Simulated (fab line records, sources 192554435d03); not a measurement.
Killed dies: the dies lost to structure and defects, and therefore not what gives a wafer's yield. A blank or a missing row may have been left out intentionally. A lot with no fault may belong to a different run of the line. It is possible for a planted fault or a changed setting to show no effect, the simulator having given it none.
Which of the tools did it? | flow n5Finfet | 27 wafers from 9 lots sampled at 5 of the route's 1938 steps

## WHAT THE GAUGES SHOWED, per wafer
N5_WELL_APT_CD_MEAS_08: the cd target is 200 nm.
lot  | measured    | on       | cdNm (nm)
L900 | day 1 13:47 | cdSem-03 | 199.1 201.5 201.4
L901 | day 1 19:35 | cdSem-03 | 200.9 201.1 201.0
L903 | day 2 08:04 | cdSem-01 | 198.5 199.5 199.8
L904 | day 2 13:59 | cdSem-02 | 202.8 201.2 200.8
L906 | day 3 02:01 | cdSem-01 | 199.0 198.9 199.8
L908 | day 3 13:55 | cdSem-02 | 198.0 198.9 199.1
L919 | day 6 07:49 | cdSem-02 | 199.3 201.0 200.9
L921 | day 6 19:44 | cdSem-03 | 201.1 200.5 200.3
L922 | day 7 01:55 | cdSem-02 | 197.0 197.5 198.5

N5_BEOL_M4_RC_MEAS_101.
lot  | measured     | on        | CJ_N           | DIBL_N (mV/V)  | DIBL_P (mV/V)  | IOFF_N (nA/um)    | IOFF_N_LONG (nA/um)        | IOFF_P (nA/um)    | ION_N (uA/um) | ION_P (uA/um) | RS_PWELL (ohm/sq) | SS_N (mV/dec)  | SS_P (mV/dec)  | VT_N (mV)         | VT_P (mV)
L900 | day 7 19:00  | prober-01 | 4.42 4.40 4.49 | 34.3 35.3 36.3 | 34.3 34.4 35.6 | 0.147 0.144 0.168 | 5.44e-05 5.51e-05 5.59e-05 | 0.183 0.182 0.192 | 673 667 679   | 460 455 460   | 2981 3037 3028    | 71.0 71.3 72.2 | 73.4 73.5 73.1 | 249.2 251.0 247.8 | -253.5 -253.1 -251.2
L901 | day 8 13:32  | prober-01 | 4.28 4.30 4.29 | 38.2 37.7 39.7 | 38.3 36.9 38.2 | 0.174 0.154 0.195 | 5.67e-05 5.52e-05 5.65e-05 | 0.251 0.215 0.248 | 683 675 675   | 471 464 465   | 2996 2992 2998    | 72.4 72.0 72.0 | 73.7 73.3 73.9 | 248.6 250.5 248.5 | -245.4 -246.7 -249.7
L903 | day 8 15:43  | prober-02 | 4.38 4.37 4.33 | 37.4 37.2 37.6 | 37.7 36.4 37.6 | 0.176 0.156 0.172 | 5.87e-05 5.75e-05 5.79e-05 | 0.234 0.216 0.230 | 681 669 673   | 472 460 465   | 3032 3010 3006    | 71.2 71.7 71.4 | 74.2 74.4 73.6 | 245.6 251.1 246.3 | -246.2 -246.7 -246.6
L904 | day 8 21:04  | prober-02 | 4.34 4.30 4.43 | 37.4 35.2 37.5 | 38.7 35.6 38.4 | 0.190 0.150 0.201 | 5.73e-05 5.68e-05 5.77e-05 | 0.217 0.176 0.208 | 691 671 688   | 466 457 466   | 3040 3013 3043    | 71.3 70.5 71.4 | 72.6 72.5 72.7 | 247.0 248.2 245.2 | -251.9 -253.0 -251.5
L906 | day 9 13:05  | prober-01 | 4.50 4.37 4.45 | 38.6 38.2 37.8 | 37.1 37.4 35.5 | 0.156 0.152 0.137 | 5.03e-05 4.97e-05 5.04e-05 | 0.234 0.229 0.201 | 668 673 674   | 467 469 461   | 3011 3026 2994    | 71.9 71.0 71.8 | 73.6 73.6 73.1 | 252.9 249.7 253.1 | -250.9 -249.4 -250.7
L908 | day 10 01:46 | prober-01 | 4.38 4.40 4.49 | 35.9 35.3 35.4 | 37.6 36.3 35.6 | 0.178 0.157 0.154 | 5.85e-05 5.85e-05 5.87e-05 | 0.229 0.213 0.201 | 687 672 679   | 463 461 461   | 3032 3019 3007    | 71.1 70.7 70.4 | 73.7 73.3 73.0 | 248.4 251.2 248.0 | -251.9 -250.3 -248.6
L919 | day 12 12:07 | prober-02 | 5.44 5.49 5.39 | 34.8 34.7 34.0 | 33.6 34.5 33.2 | 0.134 0.147 0.129 | 6.86e-05 6.98e-05 6.86e-05 | 0.178 0.185 0.174 | 664 677 665   | 459 460 455   | 2914 2944 2944    | 70.1 71.3 70.3 | 72.8 73.0 72.7 | 251.9 247.3 250.0 | -250.3 -255.1 -253.7
L921 | day 13 12:47 | prober-01 | 5.42 5.32 5.39 | 36.3 33.7 34.1 | 38.9 35.2 36.2 | 0.164 0.123 0.134 | 6.61e-05 6.81e-05 6.66e-05 | 0.245 0.191 0.199 | 676 660 669   | 468 462 461   | 2894 2886 2881    | 71.1 70.8 70.4 | 73.8 72.5 73.5 | 249.2 251.5 252.4 | -249.6 -248.4 -251.2
L922 | day 13 20:19 | prober-01 | 4.44 4.43 4.50 | 36.9 36.1 37.2 | 37.2 36.4 37.9 | 0.179 0.162 0.189 | 5.43e-05 5.47e-05 5.59e-05 | 0.233 0.231 0.242 | 680 683 687   | 468 469 471   | 3019 2999 3028    | 71.7 71.4 72.7 | 73.4 74.0 74.3 | 249.0 249.9 247.6 | -246.6 -250.1 -248.8

## WHAT TOOL EACH LOT RAN ON (gives the tool, then ch and the chambers of the sampled wafers, and finally the start)
lot  | N5_ZERO_LAYER_DESCUM_16          | N5_WELL_APT_IMPLANT_32         | N5_PMOS_HMC_CHANNEL_EPI_STRIP_33
L900 | rieDiel-03 ch 0,1,3, day 1 12:55 | implanter-02 ch 0, day 1 15:38 | rieDiel-03 ch 0,1,3, day 1 17:31
L901 | rieDiel-01 ch 1,2,3, day 1 18:41 | implanter-01 ch 0, day 1 22:33 | rieDiel-03 ch 0,3, day 2 00:44
L903 | rieDiel-02 ch 1,2,3, day 2 06:51 | implanter-02 ch 0, day 2 09:35 | rieDiel-01 ch 0,1, day 2 11:42
L904 | rieDiel-03 ch 1,3, day 2 13:06   | implanter-02 ch 0, day 2 15:41 | rieDiel-01 ch 1,2, day 2 17:49
L906 | rieDiel-01 ch 0,3, day 3 00:48   | implanter-01 ch 0, day 3 03:34 | rieDiel-02 ch 1,2, day 3 05:56
L908 | rieDiel-01 ch 0,1,3, day 3 12:48 | implanter-01 ch 0, day 3 15:45 | rieDiel-02 ch 0,3, day 3 17:59
L919 | rieDiel-01 ch 0,2,3, day 6 06:48 | implanter-02 ch 0, day 6 09:52 | rieDiel-03 ch 0,1,2, day 6 11:54
L921 | rieDiel-02 ch 1,2,3, day 6 18:49 | implanter-02 ch 0, day 6 21:23 | rieDiel-03 ch 0,1,2, day 6 23:23
L922 | rieDiel-01 ch 0,1, day 7 00:55   | implanter-01 ch 0, day 7 03:42 | rieDiel-02 ch 0,1, day 7 05:57
- N5_ZERO_LAYER_DESCUM_16: chemistry O2, time 7.9 s.
- N5_WELL_APT_IMPLANT_32
- N5_PMOS_HMC_CHANNEL_EPI_STRIP_33: strips in N2/H2.

## WHAT THE TOOLS THEMSELVES READ (means of the sampled wafers that have a number; where no wafer has one, the mark that the record gives instead)
N5_ZERO_LAYER_DESCUM_16.
lot  | tool       | chamberPressureMTorr (mTorr) | drypumpMotorCurrentA (A) | oesProductAu (a.u.) | rfVppV (V) | showerheadPlenumPTorr (Torr) | throttleValvePct (%)
L900 | rieDiel-03 | 20.000                       | 6.0                      | 0.73                | 244.7      | 2.14                         | 20.42
L901 | rieDiel-01 | 19.989                       | 5.4                      | 0.81                | 243.8      | 2.11                         | 20.33
L903 | rieDiel-02 | 19.993                       | 5.2                      | 0.78                | 242.7      | 2.09                         | 20.55
L904 | rieDiel-03 | 20.006                       | 6.3                      | 0.74                | 244.3      | 2.16                         | 20.47
L906 | rieDiel-01 | 19.995                       | 5.6                      | 0.96                | 245.2      | 2.18                         | 20.37
L908 | rieDiel-01 | 20.001                       | 5.6                      | 0.90                | 244.6      | 2.16                         | 20.37
L919 | rieDiel-01 | 20.003                       | 5.4                      | 0.88                | 244.2      | 2.14                         | 20.32
L921 | rieDiel-02 | 19.989                       | 5.3                      | 0.75                | 243.0      | 2.08                         | 20.59
L922 | rieDiel-01 | 19.999                       | 5.7                      | 0.81                | 244.1      | 2.14                         | 20.41

N5_WELL_APT_IMPLANT_32.
lot  | tool         | doseIonsCm2 | faradayCurrentUA | tiltDeg (degrees)
L900 | implanter-02 | 2.0014e+13  | 256              | -0.006
L901 | implanter-01 | 1.9977e+13  | 252              | -0.004
L903 | implanter-02 | 2.0005e+13  | 256              | 0.020
L904 | implanter-02 | 2.0011e+13  | 256              | -0.021
L906 | implanter-01 | 2.0018e+13  | 252              | -0.019
L908 | implanter-01 | 2.0011e+13  | 252              | 0.018
L919 | implanter-02 | 3.0505e+13  | 394              | -0.007
L921 | implanter-02 | 3.0481e+13  | 384              | 0.023
L922 | implanter-01 | 1.9981e+13  | 251              | 0.011

N5_PMOS_HMC_CHANNEL_EPI_STRIP_33.
lot  | tool       | chamberPressureMTorr (mTorr) | drypumpMotorCurrentA (A) | h2FlowSccm (sccm) | oesProductAu (a.u.) | rfVppV (V) | showerheadPlenumPTorr (Torr) | throttleValvePct (%)
L900 | rieDiel-03 | 49.98                        | 6.0                      | 300.5             | 0.72                | 54.7       | 3.42                         | 18.82
L901 | rieDiel-03 | 50.02                        | 5.8                      | 299.6             | 0.71                | 54.5       | 3.41                         | 18.96
L903 | rieDiel-01 | 50.05                        | 5.7                      | 300.3             | 0.87                | 54.7       | 3.46                         | 18.73
L904 | rieDiel-01 | 50.03                        | 5.4                      | 299.8             | 0.86                | 53.9       | 3.36                         | 18.54
L906 | rieDiel-02 | 49.97                        | 5.3                      | 300.7             | 0.82                | 54.7       | 3.30                         | 18.83
L908 | rieDiel-02 | 49.92                        | 5.3                      | 299.0             | 0.74                | 55.5       | 3.48                         | 18.75
L919 | rieDiel-03 | 49.98                        | 6.2                      | 300.0             | 0.88                | 54.9       | 3.46                         | 18.57
L921 | rieDiel-03 | 49.95                        | 6.2                      | 300.0             | 0.87                | 54.9       | 3.45                         | 18.59
L922 | rieDiel-02 | 50.08                        | 5.9                      | 300.6             | 0.72                | 53.6       | 3.38                         | 19.04

## THE ANSWER, worked out from the rows above alone
Rule: what is usual is taken from the lots themselves. The widest of any qualifying gaps counts: lots, ordered by their means at a reading, are off when they make up no more than a third of the lots, leave a main group of 4 or more, and stand apart from it by 3 or more times the standard deviation of that group's means. Not used: any main group whose means are identical at the precision the tables above print for the reading. Also off: a lot with no number at a reading for which 4 or more lots have one. Any other lot the step has rows for is counted as sound. Order of review: gauges by route order, followed by the tools' own readings, for which a lot's mean as printed above is used. At the first step where some lot is off, the reading lying furthest off is the one used; lots without a number count as furthest.
Off: L919, L921, seen at N5_BEOL_M4_RC_MEAS_101 (CJ_N). For the main group the mean is 4.39 and the standard deviation 0.056.
A tool fits if, at a process step before that reading, it ran every lot that is off, and no sound lot after the first of them. The gauges at N5_BEOL_M4_RC_MEAS_101 aren't tried: what is off there is off at N5_WELL_APT_IMPLANT_32 too, on other tools, and a gauge's error can't cause that. This does not decide it: 2 tools fit, namely implanter-02 at N5_WELL_APT_IMPLANT_32 and rieDiel-03 at N5_PMOS_HMC_CHANNEL_EPI_STRIP_33.

## WHAT HAD BEEN PUT IN BY THE SIMULATOR
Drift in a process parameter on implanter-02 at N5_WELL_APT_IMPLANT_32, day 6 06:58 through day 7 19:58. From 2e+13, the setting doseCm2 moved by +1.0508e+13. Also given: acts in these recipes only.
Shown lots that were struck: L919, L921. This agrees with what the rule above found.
